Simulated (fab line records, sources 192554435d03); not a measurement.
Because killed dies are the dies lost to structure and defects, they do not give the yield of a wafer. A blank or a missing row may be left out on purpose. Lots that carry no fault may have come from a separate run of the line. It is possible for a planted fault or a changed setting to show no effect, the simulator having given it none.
A struck lot beside a sound one | flow n5Finfet | 16 steps out of a route of 1938
Sound: wafers L930.2, L930.3, L930.6. Struck: wafer L931.5 (left out: L931.2, L931.3 of the same lot, which were not struck); the cause appears at the end.
For every step that has rows: the tool of each side, followed by ch and its chambers, followed by its first start. Under that, the readings that differ: sound wafers | struck wafers | difference of the means | sigmas: that difference in standard deviations of wafers without a fault.
alike: same words and numbers on both sides, and readings whose means sit less than 2 such deviations apart. not compared: any withheld reading, any reading some wafer has no value for, any bound like >300 that may hide the same value, and any number with overlapping values for which the record gives no deviation.
Wherever a step has rows on one side only, a row that says differs or no value, or a row with sigmas, the two part there. Numbers that have no deviation but don't overlap get no sigmas and don't part them. Lack of a reading on every wafer of one side parts them only where that side has two or more wafers.

first, 1 step without rows for these wafers: N5_MOL_CONTACT_COAG_STRIP_69 (strips in N2/H2).
N5_MOL_CONTACT_COAG_ETCHBACK_136: etches SiO2 in CHF3, target depth 25 nm, time 16.7 s.
  sound on rieDiel-04 ch 0,2, day 6 02:59; struck on rieDiel-05 ch 2, day 6 10:42
reading              | sound             | struck | difference | sigmas
throttleValvePct (%) | 18.84 18.60 18.58 | 18.07  | -0.60      | -3
  alike: biasW, chamberPressureMTorr, drypumpMotorCurrentA, oes_ar_750_au, oes_f_703_au, oesProductAu, rfVppV, showerheadPlenumPTorr
  not compared: rfHoursCounterH
then, 2 steps without rows for these wafers: N5_MOL_CONTACT_COAG_STRIP_120 (strips in CHF3); N5_MOL_CONTACT_COAG_VIA_ETCH_117 (etches SiO2 in C4F6/O2, target depth 40 nm, overetch 8 nm, time 26 s).
N5_MOL_CONTACT_COAG_ETCH_124: etches SiNx in CH3F/O2, stops on SiOC, target depth 6.5 nm.
  sound on rieDiel-04 ch 0,2, day 6 03:03; struck on rieDiel-05 ch 2, day 6 10:46
reading              | sound             | struck | difference | sigmas
throttleValvePct (%) | 16.42 16.16 16.19 | 15.65  | -0.61      | -3
  alike: O2_flow_sccm, biasW, chamberPressureMTorr, drypumpMotorCurrentA, oes_ar_750_au, oes_f_703_au, oesProductAu, rfVppV, showerheadPlenumPTorr
  not compared: rfHoursCounterH
N5_MOL_CONTACT_COAG_ETCH_48: etches SiOC in C4F6/O2, target depth 15 nm, overetch 4.5 nm, time 17 s.
  sound on rieDiel-04 ch 0,2, day 6 03:05; struck on rieDiel-05 ch 2, day 6 10:48
reading              | sound          | struck | difference | sigmas
O2_flow_sccm (sccm)  | 9.92 9.97 9.95 | 10.05  | +0.10      | +3
rfVppV (V)           | 1601 1624 1625 | 1586   | -31        | -2
throttleValvePct (%) | 40.9 40.4 40.4 | 39.6   | -1.0       | -3
  alike: biasW, chamberPressureMTorr, drypumpMotorCurrentA, oes_ar_750_au, oes_f_703_au, oesProductAu, showerheadPlenumPTorr
  not compared: rfHoursCounterH
N5_MOL_CONTACT_COAG_STRIP_72: strips in N2/H2.
  sound on rieDiel-04 ch 0,2, day 6 03:08; struck on rieDiel-05 ch 2, day 6 10:52
reading              | sound          | struck | difference | sigmas
throttleValvePct (%) | 23.9 23.3 23.3 | 22.8   | -0.7       | -2
  alike: chamberPressureMTorr, drypumpMotorCurrentA, n2FlowSccm, oesProductAu, rfVppV, showerheadPlenumPTorr, tempC
  not compared: rfHoursCounterH
N5_MOL_CONTACT_COAG_STRIP_49: strips in N2/H2, time 30 s.
  sound on plasmaAsher-02 ch 0,1, day 6 03:13; struck on plasmaAsher-01 ch 1, day 6 10:56
reading   | sound                | struck | difference | sigmas
tempC (C) | 249.84 249.85 249.84 | 250.44 | +0.60      | +3
  alike: drypumpMotorCurrentA, heaterPowerW, n2FlowSccm
  not compared: rfHoursCounterH
then, 2 steps without rows for these wafers: N5_MOL_CONTACT_COAG_PRECLEAN_138 (cleans in alkaline clean, time 60 s); N5_MOL_CONTACT_COAG_SRD_139 (time 30 s).
N5_MOL_CONTACT_COAG_CD_MEAS_101: target cd 16 nm.
  sound: cdSem-03 at day 6 03:22; struck: cdSem-02 at day 6 11:05
  alike: cdNm
following that, these wafers have no rows for 1 step: N5_MOL_CONTACT_COAG_PRE_CLEAN_121.
N5_MOL_CONTACT_COAG_CVD_140: deposits W, target thk 66.5 nm, time 215 s.
  sound on cvdW-02 ch 0,1, day 6 03:30; struck on cvdW-02 ch 0, day 6 11:13
reading        | sound             | struck | difference | sigmas
runLengthS (s) | 285.4 285.4 284.5 | 371.9  | +86.8      | +99 or more
  alike: heaterPowerW
then, 1 step without rows for these wafers: N5_MOL_CONTACT_COAG_PRECLEAN_127 (cleans in DIW, time 57.5 s).
-- a jump in the record: the struck wafers' starts before and after are 3 days apart (it breaks off in module MOL_CONTACT_COAG and resumes in module BEOL_M4, where the first step shown is number 1111 of the route) --
N5_BEOL_M4_RC_MEAS_101:
  sound on prober-02 ch 0, day 8 21:13; struck on prober-02 ch 0, day 9 00:53
reading   | sound             | struck | difference | sigmas
VT_N (mV) | 248.1 245.8 247.7 | 252.2  | +5.0       | +2
  alike: DIBL_N, DIBL_P, IOFF_N, IOFF_P, ION_N, ION_P, SS_N, SS_P, VT_P
following that, these wafers have no rows for 1 step: N5_PASSIVATION_PROBE_49.

== WHERE THEY PART ==
At N5_MOL_CONTACT_COAG_ETCHBACK_136 first; at N5_BEOL_M4_RC_MEAS_101 last (within this record only).

WHY: what had been put in by the simulator
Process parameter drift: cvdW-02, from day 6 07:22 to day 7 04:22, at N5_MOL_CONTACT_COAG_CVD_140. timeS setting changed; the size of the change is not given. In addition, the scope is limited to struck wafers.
